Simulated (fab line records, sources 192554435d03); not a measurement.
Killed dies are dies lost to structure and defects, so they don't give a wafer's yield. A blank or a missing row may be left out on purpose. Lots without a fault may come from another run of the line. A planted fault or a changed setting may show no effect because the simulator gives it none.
fab line records | flow n5_finfet
record lots=5 wafers=15 last_day=20
route steps=1938 shown BEOL_M4@1052
lots that met no fault: from a run of the same line without faults
start_h: hours from the record's first day to the start of the lot's first wafer shown | wait_h: hours since the lot's step before | " the same as in the row above | L1.1+2: a row that stands for several wafers | - no value, or no start given | * or withheld: withheld | < > ~ a bound
route shown NAME@n: a module of which the file shows steps, and the number in the route of the first | usual: mean/standard deviation of fault-free wafers | same: alike in all rows | chamber/n: place in a boat | sites: the reading at each site | _std_site: their standard deviation | _edge_site: outer sites' mean less inner sites' | radius_mm: how far each site lies from the wafer's centre | mask NAME#n: copy n | behind: the tool/chamber that last shaped the wafer | hold: why the lot was held/for how many hours/how that ended | device: the transistor (n, p or np) that didn't switch | end of line: the same wafers' tests at the end of the route | a step without rows: its recipe alone | killed: dies lost to structure and defects at the first sort, not the wafer's yield | map: a wafer's dies, x killed, . not, _ none there
set.NAME: the setting as run; set.NAME@STEP: as run at that earlier step | model.NAME: the simulator's own value behind a step, which no gauge read
lots at some steps of the route; a table a step, a row a wafer
services: from which hour (start_h, from the record's first day; less than 0 if before it) a tool's chamber was out of use, for how many hours, and why
## steps
# step N5_BEOL_M4_SOFTBAKE_23
# recipe temp_c=110 time_s=60 resist=CAR-EUV
# step N5_BEOL_M4_EXPOSE_25
# recipe mask_id=V3 na=0.33 source_shape=quasar sigma_inner=0.2 sigma_outer=0.8 polarization=unpolarized defocus_nm=5 dose_mj=63
# step N5_BEOL_M4_PEB_26
# recipe peb_temp_c=100 peb_time_s=60 resist=CAR-EUV
# step N5_BEOL_M4_DEVELOP_27
# recipe develop_time_s=30 developer=TMAH resist=CAR-EUV rinse_liquid=surfactant_rinse dry=air_spin dev_temp_c=23
# step N5_BEOL_M4_CD_MEAS_28
# recipe target_cd_nm=26.2 landing_energy_ev=500 detector=se_inlens target_cd_y_nm=24.1 polarity=opening
# usual cd_nm=26.15/0.25
# columns lot.wafer tool chamber start_h wait_h cd_nm
L721.1 cd_sem-01 0 193.20 - 26.16
L721.2 " 0 " " 26.60
L721.5 " 0 " " 26.08
L727.1 cd_sem-03 0 231.66 - 26.16
L727.4 " 0 " " 25.63
L727.6 " 0 " " 26.06
L731.1 cd_sem-01 0 258.31 - 26.29
L731.3 " 0 " " 25.85
L731.6 " 0 " " 25.93
L737.1 cd_sem-02 0 304.60 - 25.68
L737.3 " 0 " " 26.02
L737.6 " 0 " " 25.94
L739.2 cd_sem-01 0 312.95 - 26.30
L739.3 " 0 " " 26.64
L739.5 " 0 " " 26.28
# step N5_BEOL_M4_OVL_MEAS_29
# recipe points_per_wafer=522
# usual V3_OVL=-0.2/0.58
# columns lot.wafer tool chamber start_h wait_h V3_OVL[nm]
L721.1 overlay-01 0 193.23 0.0 -0.4
L721.2 " 0 " " 0.5
L721.5 " 0 " " -0.4
L727.1 overlay-01 0 231.71 0.1 -0.6
L727.4 " 0 " " -0.9
L727.6 " 0 " " -0.5
L731.1 overlay-01 0 258.34 0.0 0.2
L731.3 " 0 " " 0.3
L731.6 " 0 " " -0.6
L737.1 overlay-01 0 304.63 0.0 -0.3
L737.3 " 0 " " -0.3
L737.6 " 0 " " 0.3
L739.2 overlay-01 0 312.98 0.0 1.2
L739.3 " 0 " " 0.4
L739.5 " 0 " " -0.2
# step N5_BEOL_M4_INSPECT_30
# recipe mode=adi inspect_instrument=brightfield
# usual raw_defect_count=407/110
# columns lot.wafer tool chamber start_h wait_h raw_defect_count
L721.1 defect_inspect-01 - 193.29 0.1 570
L721.2 " - " " 545
L721.5 " - " " 487
L727.1 defect_inspect-01 - 231.77 0.1 334
L727.4 " - " " 442
L727.6 " - " " 484
L731.1 defect_inspect-01 - 258.40 0.1 467
L731.3 " - " " 412
L731.6 " - " " 438
L737.1 defect_inspect-02 - 304.69 0.1 657
L737.3 " - " " 413
L737.6 " - " " 351
L739.2 defect_inspect-01 - 313.04 0.0 334
L739.3 " - " " 359
L739.5 " - " " 390
# step N5_BEOL_M4_DESCUM_33
# recipe chemistry=O2 time_s=7 source_power_w=50 bias_power_w=20 pressure_mtorr=20 rf_frequency_hz=2.712e+07 temp_c=40 resist=CAR-EUV o2_flow_sccm=225
# usual drypump_motor_current_A=5.7/0.57 o2_flow_sccm=225.0/0.69 oes_product_au=0.79/0.085 rf_vpp_V=243.1/1.1 showerhead_plenum_p_Torr=2.09/0.057 throttle_valve_pct=20.18/0.2
# columns lot.wafer tool chamber start_h wait_h drypump_motor_current_A o2_flow_sccm oes_product_au rf_hours_counter_h rf_vpp_V showerhead_plenum_p_Torr throttle_valve_pct
L721.1 rie_diel-01 1 193.32 0.0 5.1 224.4 0.74 162 243.3 2.19 20.40
L721.2 " 2 " " 5.2 225.1 0.68 233 242.6 2.00 20.35
L721.5 " 1 " " 5.0 224.6 0.74 - 245.1 2.19 20.41
L727.1 rie_diel-05 0 231.81 0.0 5.3 225.3 0.80 114 242.0 2.10 20.24
L727.4 " 3 " " 5.2 225.6 0.92 31 243.2 2.04 20.11
L727.6 " 2 " " 5.3 225.2 0.76 - 243.5 2.08 19.98
L731.1 rie_diel-04 1 258.47 0.1 6.4 224.8 0.85 57 243.2 2.10 20.29
L731.3 " 2 " " 4.9 224.9 0.73 167 242.5 2.07 19.94
L731.6 " 2 " " 4.9 224.8 0.73 - 244.0 2.07 19.92
L737.1 rie_diel-04 0 304.86 0.2 5.8 224.2 0.93 11 242.5 2.05 19.94
L737.3 " 2 " " 4.9 224.2 0.70 187 242.7 2.06 19.98
L737.6 " 1 " " 6.3 225.6 0.82 - 242.3 2.09 20.33
L739.2 rie_diel-01 3 313.11 0.1 5.6 225.0 0.80 110 243.6 2.02 20.11
L739.3 " 1 " " 5.1 225.1 0.70 213 245.2 2.17 20.49
L739.5 " 1 " " 5.1 224.4 0.70 - 244.5 2.17 20.50
# step N5_BEOL_M4_ETCH_77
# recipe chemistry=N2/H2 target=underlayer target_depth_a=65 mask_material=CAR-EUV time_s=5.2 ion_energy_ev=200 pressure_mtorr=30 source_w=840 bias_w=150 n2_flow_sccm=200 h2_flow_sccm=200 ends=cleared
# usual drypump_motor_current_A=5.7/0.57 etch_rf_on_time_s=5.27/0.16 h2_flow_sccm=199.9/0.59 oes_product_au=0.67/0.075 rf_fwd_power_W=819.3/2.6 rf_vpp_V=523.7/2.1 showerhead_plenum_p_Torr=2.54/0.068 throttle_valve_pct=17.64/0.25
# columns lot.wafer tool chamber start_h wait_h drypump_motor_current_A etch_rf_on_time_s h2_flow_sccm oes_product_au rf_fwd_power_W rf_hours_counter_h rf_vpp_V showerhead_plenum_p_Torr throttle_valve_pct
L721.1 rie_diel-01 1 193.36 0.0 5.1 5.21 199.7 0.62 817.5 162 527.5 2.69 18.07
L721.2 " 2 " " 5.3 5.07 199.2 0.59 820.9 233 520.6 2.40 17.56
L721.5 " 1 " " 5.0 5.25 199.7 0.62 815.8 - 528.0 2.69 18.05
L727.1 rie_diel-05 0 231.84 0.0 5.3 5.34 200.8 0.66 819.4 114 526.1 2.55 17.61
L727.4 " 3 " " 5.2 5.24 200.7 0.78 818.1 31 523.8 2.48 17.64
L727.6 " 2 " " 5.4 5.06 200.6 0.65 817.8 - 522.3 2.53 17.48
L731.1 rie_diel-04 1 258.50 0.0 6.3 5.10 199.1 0.73 819.1 57 525.7 2.60 18.00
L731.3 " 2 " " 4.9 5.55 199.9 0.60 822.7 167 523.5 2.54 17.51
L731.6 " 2 " " 4.9 5.60 199.3 0.59 819.6 - 522.3 2.54 17.53
L737.1 rie_diel-04 0 304.89 0.0 5.8 5.11 200.2 0.80 824.5 11 521.9 2.47 17.20
L737.3 " 2 " " 4.9 5.55 200.7 0.59 818.1 187 524.3 2.54 17.55
L737.6 " 1 " " 6.3 5.15 200.9 0.70 819.4 - 526.1 2.59 18.01
L739.2 rie_diel-01 3 313.15 0.0 5.6 5.22 200.4 0.68 819.2 110 523.6 2.47 17.59
L739.3 " 1 " " 5.1 5.21 200.2 0.60 819.4 213 527.1 2.67 18.18
L739.5 " 1 " " 5.0 5.18 200.7 0.60 817.8 - 527.5 2.67 18.14
# step N5_BEOL_M4_ETCH_69
# recipe chemistry=CF4 target=SiARC target_depth_a=156 mask_material=CAR-EUV time_s=26 ion_energy_ev=80 pressure_mtorr=40 source_w=545 bias_w=36 Ar_flow_sccm=100 cf4_flow_sccm=100 ends=cleared
# usual drypump_motor_current_A=5.7/0.57 etch_rf_on_time_s=26.3/0.75 oes_product_au=0.67/0.075 rf_fwd_power_W=532.0/2.2 rf_vpp_V=184.1/1 showerhead_plenum_p_Torr=2.14/0.046 throttle_valve_pct=15.44/0.18
# columns lot.wafer tool chamber start_h wait_h drypump_motor_current_A etch_rf_on_time_s oes_product_au rf_fwd_power_W rf_hours_counter_h rf_vpp_V showerhead_plenum_p_Torr throttle_valve_pct
L721.1 rie_diel-01 1 193.37 0.0 5.1 26.7 0.63 530.5 162 184.4 2.21 15.49
L721.2 " 2 " " 5.2 25.9 0.59 532.5 233 181.3 2.04 15.54
L721.5 " 1 " " 5.1 26.6 0.63 532.5 - 186.1 2.21 15.50
L727.1 rie_diel-05 0 231.86 0.0 5.3 26.5 0.66 531.3 114 183.9 2.16 15.58
L727.4 " 3 " " 5.2 26.1 0.77 532.3 31 184.2 2.11 15.38
L727.6 " 2 " " 5.4 25.5 0.65 529.0 - 183.1 2.15 15.35
L731.1 rie_diel-04 1 258.52 0.0 6.4 25.6 0.73 529.0 57 184.0 2.17 15.60
L731.3 " 2 " " 4.9 27.8 0.60 535.1 167 182.0 2.13 15.27
L731.6 " 2 " " 4.9 27.5 0.61 534.8 - 184.3 2.13 15.26
L737.1 rie_diel-04 0 304.91 0.0 5.8 26.0 0.79 533.6 11 183.9 2.12 15.21
L737.3 " 2 " " 4.9 27.9 0.59 534.6 187 185.1 2.13 15.30
L737.6 " 1 " " 6.3 25.8 0.70 530.0 - 183.8 2.16 15.63
L739.2 rie_diel-01 3 313.17 0.0 5.6 26.1 0.68 530.5 110 183.1 2.08 15.35
L739.3 " 1 " " 5.1 26.9 0.59 535.1 213 186.5 2.20 15.61
L739.5 " 1 " " 5.0 26.4 0.60 533.4 - 183.8 2.20 15.61
# step N5_BEOL_M4_ALD_98
# recipe material=SiO2 target_thk_a=25 temp_c=100 ald_precursor_family=BDEAS ald_co_reactant=O2-plasma pulse_time_s=1 co_reactant_pulse_time_s=1 purge_time_s=2 co_reactant_purge_time_s=2 ald_cycles=17 pressure_torr=2
# usual heater_power_w=77/8 precursor_pulse_height_rel=0.997/0.017
# same co_reactant_pulse_time_s=1
# columns lot.wafer tool chamber start_h wait_h heater_power_w precursor_pulse_height_rel
L721.1 ald_sin-02 1 193.82 0.4 86 0.994
L721.2 " 3 " " 71 0.982
L721.5 " 2 " " 87 1.000
L727.1 ald_sin-02 0 231.94 0.1 79 0.992
L727.4 " 1 " " 88 0.977
L727.6 " 1 " " 88 1.008
L731.1 ald_sin-01 3 258.70 0.2 71 0.988
L731.3 " 0 " " 79 0.983
L731.6 " 1 " " 92 0.991
L737.1 ald_sin-02 3 304.99 0.1 74 1.009
L737.3 " 2 " " 87 0.976
L737.6 " 0 " " 77 1.004
L739.2 ald_sin-04 3 313.25 0.1 69 0.987
L739.3 " 2 " " 77 1.021
L739.5 " 2 " " 78 1.004
# step N5_BEOL_M4_ETCHBACK_99
# recipe chemistry=CHF3 target=SiO2 target_depth_a=50 time_s=10.4 source_w=215 bias_w=47 Ar_flow_sccm=200 CHF3_flow_sccm=12 ion_energy_ev=100 pressure_mtorr=30
# usual drypump_motor_current_A=5.6/0.49 oes_product_au=0.80/0.09 rf_vpp_V=242/7.1 showerhead_plenum_p_Torr=2.16/0.065 throttle_valve_pct=16.90/0.19
# columns lot.wafer tool chamber start_h wait_h drypump_motor_current_A oes_product_au rf_hours_counter_h rf_vpp_V showerhead_plenum_p_Torr throttle_valve_pct
L721.1 rie_diel-05 1 226.42 32.6 6.4 0.84 47 233 2.12 16.77
L721.2 " 3 " " 5.3 0.91 29 249 2.11 16.80
L721.5 " 0 " " 5.2 0.78 - 243 2.17 16.97
L727.1 rie_diel-01 2 261.27 29.3 5.2 0.97 1 246 2.32 16.67
L727.4 " 0 " " 5.5 0.69 221 248 2.14 17.24
L727.6 " 3 " " 5.6 0.81 - 232 2.08 16.71
L731.1 rie_diel-01 1 308.28 49.5 5.0 0.70 211 246 2.23 17.12
L731.3 " 3 " " 5.6 0.80 107 232 2.07 16.74
L731.6 " 1 " " 5.1 0.70 - 243 2.23 17.11
L737.1 rie_diel-04 1 335.14 30.1 6.4 0.81 91 249 2.18 17.19
L737.3 " 3 " " 6.6 0.97 5 228 2.18 16.56
L737.6 " 0 " " 5.7 0.90 - 242 2.14 16.79
L739.2 rie_diel-04 3 346.66 33.4 6.5 0.94 8 228 2.18 16.56
L739.3 " 2 " " 4.9 0.70 205 251 2.14 16.85
L739.5 " 0 " " 5.7 0.89 - 243 2.13 16.80
# step N5_BEOL_M4_ETCH_70
# recipe chemistry=N2/H2 target=SOC target_depth_a=800 overetch_a=240 mask_material=SiARC temp_c=40 time_s=130 ion_energy_ev=200 pressure_mtorr=30 source_w=840 bias_w=150 n2_flow_sccm=200 h2_flow_sccm=200
# usual drypump_motor_current_A=5.6/0.49 h2_flow_sccm=200.0/0.55 oes_product_au=0.59/0.063 rf_fwd_power_W=836.3/2.8 rf_vpp_V=523.8/2.1 showerhead_plenum_p_Torr=2.55/0.079 throttle_valve_pct=17.60/0.29
# columns lot.wafer tool chamber start_h wait_h drypump_motor_current_A h2_flow_sccm oes_product_au rf_fwd_power_W rf_hours_counter_h rf_vpp_V showerhead_plenum_p_Torr throttle_valve_pct model.SiARC_of_BEOL_M4_COAT_68.thk_nm
L721.1 rie_diel-05 1 226.46 0.0 6.4 199.6 0.63 837.1 47 522.0 2.49 17.43 6.2
L721.2 " 3 " " 5.2 199.4 0.68 835.1 29 522.6 2.48 17.57 5.8
L721.5 " 0 " " 5.3 199.5 0.57 835.1 - 524.0 2.55 17.57 6
L727.1 rie_diel-01 2 261.30 0.0 5.2 199.2 0.71 834.8 1 528.1 2.71 17.19 5.6
L727.4 " 0 " " 5.5 200.2 0.51 838.6 221 522.6 2.52 17.91 5.8
L727.6 " 3 " " 5.6 200.3 0.60 838.5 - 519.5 2.48 17.52 6
L731.1 rie_diel-01 1 308.32 0.0 5.1 199.9 0.52 634.4 211 574.9 2.67 18.13 6.8
L731.3 " 3 " " 5.7 199.4 0.59 840.8 107 521.2 2.47 17.54 6
L731.6 " 1 " " 5.1 200.9 0.52 634.7 - 576.1 2.67 18.13 6.8
L737.1 rie_diel-04 1 335.17 0.0 6.3 199.4 0.60 836.7 91 525.2 2.58 18.00 5.6
L737.3 " 3 " " 6.6 198.9 0.69 835.0 5 524.1 2.59 17.33 6
L737.6 " 0 " " 5.8 200.3 0.66 832.6 - 521.6 2.46 17.20 5.6
L739.2 rie_diel-04 3 346.69 0.0 6.6 200.8 0.68 840.0 8 523.8 2.59 17.32 6
L739.3 " 2 " " 4.9 200.1 0.52 838.5 205 524.4 2.53 17.56 6.2
L739.5 " 0 " " 5.8 200.6 0.66 834.1 - 522.8 2.46 17.19 5.8
# step N5_BEOL_M4_STRIP_71
# recipe chemistry=N2/H2 temp_c=40 n2_flow_sccm=200 h2_flow_sccm=200 rf_frequency_hz=6e+07
# step N5_BEOL_M4_RC_MEAS_101
# usual DIBL_N=37.1/2.6 DIBL_P=38/3 IOFF_N=0.18/0.052 IOFF_P=0.25/0.06 ION_N=678/15 ION_P=467/8.6 SS_N=71.7/0.73 SS_P=73.7/0.89 VT_N=249/4.3 VT_P=-248/3.8
# columns lot.wafer tool chamber start_h wait_h DIBL_N[mV/V] DIBL_P[mV/V] IOFF_N[nA/um] IOFF_P[nA/um] ION_N[uA/um] ION_P[uA/um] SS_N[mV/dec] SS_P[mV/dec] VT_N[mV] VT_P[mV]
L721.1 prober-01 0 230.79 0.0 35.2 37 0.16 0.23 667 465 71.4 73.5 252 -246
L721.2 " 0 " " 37.3 42 0.21 0.33 678 471 72.4 74.3 246 -243
L721.5 " 0 " " 37.4 38 0.22 0.24 671 457 73.1 73.1 249 -246
L727.1 prober-01 0 265.52 0.0 38.1 38 0.18 0.26 686 476 71.7 73.7 249 -244
L727.4 " 0 " " 38.1 39 0.19 0.29 681 483 71.9 73.8 244 -241
L727.6 " 0 " " 37.8 39 0.19 0.29 697 486 71.2 73.8 247 -244
L731.1 prober-02 0 312.64 0.0 37.8 38 0.19 0.25 666 458 72.7 74.4 247 -249
L731.3 " 0 " " 33.6 33 0.12 0.18 654 456 71.0 72.4 255 -251
L731.6 " 0 " " 36.9 39 0.18 0.28 671 469 71.2 73.3 249 -246
L737.1 prober-01 0 342.43 0.0 41.6 44 0.31 0.41 703 482 73.3 74.6 241 -237
L737.3 " 0 " " 40.9 43 0.27 0.40 697 481 73.0 75.1 242 -242
L737.6 " 0 " " 41.4 44 0.28 0.44 696 476 72.5 75.9 242 -240
L739.2 prober-01 0 351.94 0.8 35.3 37 0.18 0.23 704 474 71.6 73.5 243 -247
L739.3 " 0 " " 32.0 32 0.11 0.16 660 456 71.2 72.2 256 -254
L739.5 " 0 " " 34.2 35 0.13 0.21 650 457 70.8 72.7 253 -251
## services
# columns tool chamber start_h hours kind
rie_diel-05 - 177.06 2.8 pm
ald_sin-02 - 179.29 14.0 pm
ald_sin-01 1 183.74 3.1 repair
rie_diel-05 - 188.93 0.2 repair
ald_sin-02 2 200.06 4.4 repair
rie_diel-04 3 206.48 9.8 repair
rie_diel-01 0 208.40 5.3 repair
rie_diel-05 - 208.65 0.6 repair
rie_diel-01 3 226.33 4.3 repair
ald_sin-04 0 229.62 4.6 repair
rie_diel-05 1 232.14 1.4 repair
rie_diel-01 2 238.47 - clean
rie_diel-01 2 238.47 - consumable_replace:focus_ring
rie_diel-01 2 238.47 - consumable_replace:showerhead
rie_diel-01 2 238.47 17.9 scheduled_down
rie_diel-01 2 238.47 17.9 vent_cycle
ald_sin-01 - 243.64 0.3 repair
rie_diel-04 0 249.99 - clean
ald_sin-04 - 260.60 2.8 pm
ald_sin-04 - 270.17 3.0 repair
ald_sin-02 3 272.37 3.6 repair
ald_sin-02 1 300.30 6.4 repair
ald_sin-02 - 326.75 1.0 repair
ald_sin-01 - 336.22 6.0 pm
## key
first_sign step=N5_BEOL_M4_ETCH_70 reading=rf_fwd_power_W direction=down sigmas=71 usual=* struck=*
effect step=N5_BEOL_M4_ETCH_70 reading=rf_vpp_V direction=up sigmas=24 usual=523.8 struck=575.5
model_effect step=N5_BEOL_M4_ETCH_70 value=SiARC_of_BEOL_M4_COAT_68.thk_nm without=5.9 struck=6.8
met_at N5_BEOL_M4_ETCH_70
struck_wafers L731.1,L731.6
fault kind=process_parameter_drift tool=rie_diel-01 chamber=1 onset_h=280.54 steps=N5_BEOL_M4_ETCH_70 channel=source_w offset=-201.6 shape=step end_h=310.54 acts_in=these_recipes_only stated=840
